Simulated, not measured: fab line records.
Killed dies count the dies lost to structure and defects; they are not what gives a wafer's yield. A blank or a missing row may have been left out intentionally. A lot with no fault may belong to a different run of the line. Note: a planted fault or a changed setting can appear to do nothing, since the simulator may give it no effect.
Matching of chambers -- flow n5_finfet -- N5_BEOL_M13_ETCH_68 on rie_diel-01 has 4 sister chambers
The step etches SOC in N2/H2, time 355 s. 18 wafers are shown with their chamber, then 9 later ones without.

EACH WAFER AND ITS CHAMBER
wafer,chamber,showerhead_plenum_p_Torr (Torr),drypump_motor_current_A (A),throttle_valve_pct (%)
L079.1,3,2.52,6.0,17.59
L079.4,0,2.62,6.1,17.79
L079.5,1,2.47,6.3,17.62
L081.1,3,2.52,6.0,17.58
L081.3,1,2.46,6.3,17.64
L081.6,2,2.44,5.1,17.87
L086.3,3,2.52,6.0,17.61
L086.5,1,2.46,6.3,17.66
L086.6,2,2.43,5.2,17.89
L091.2,0,2.61,6.0,17.81
L091.3,1,2.46,6.3,17.67
L091.6,0,2.61,6.1,17.80
L090.3,0,2.61,6.1,17.81
L090.4,0,2.61,6.1,17.82
L090.5,1,2.46,6.4,17.67
L089.1,1,2.46,6.3,17.66
L089.2,0,2.61,6.1,17.82
L089.6,3,2.51,6.0,17.62

SIGNATURES (means of the wafers above)
reading,chamber 0,chamber 1,chamber 2,chamber 3,scatter within a chamber
showerhead_plenum_p_Torr,2.6117,2.4617,2.4350,2.5175,0.00456
drypump_motor_current_A,6.083,6.317,5.150,6.000,0.0393
throttle_valve_pct,17.8083,17.6533,17.8800,17.6000,0.0165
Rule: a wafer lies at a distance from a chamber equal to the root of the sum of squares, over the readings, of (its reading less the chamber's mean, divided by the reading's scatter). If the next closest chamber is less than 2 further off than the closest, the wafer can't be placed; otherwise it belongs to the closest. How the scatter is found: for the shown wafers, subtract from each reading the mean of its chamber, square and add these, divide the total by (wafers less chambers), then take the root.

WAFERS WHOSE CHAMBER IS MISSING
wafer,showerhead_plenum_p_Torr (Torr),drypump_motor_current_A (A),throttle_valve_pct (%)
L092.1,2.45,6.4,17.69
L092.2,2.61,6.1,17.82
L092.5,2.43,5.1,17.89
L093.1,2.43,5.1,17.92
L093.2,2.61,6.0,17.84
L093.5,2.45,6.3,17.68
L096.2,2.45,6.3,17.70
L096.5,2.51,6.0,17.64
L096.6,2.60,6.1,17.83

WHICH CHAMBER EACH WENT THROUGH
wafer,from the rows above,in truth
L092.1,1,1
L092.2,0,0
L092.5,2,2
L093.1,2,2
L093.2,0,0
L093.5,1,1
L096.2,1,1
L096.5,3,3
L096.6,0,0
Correctly placed: 9 of 9. Can't be placed from these rows: 0. 0 placed wrongly.
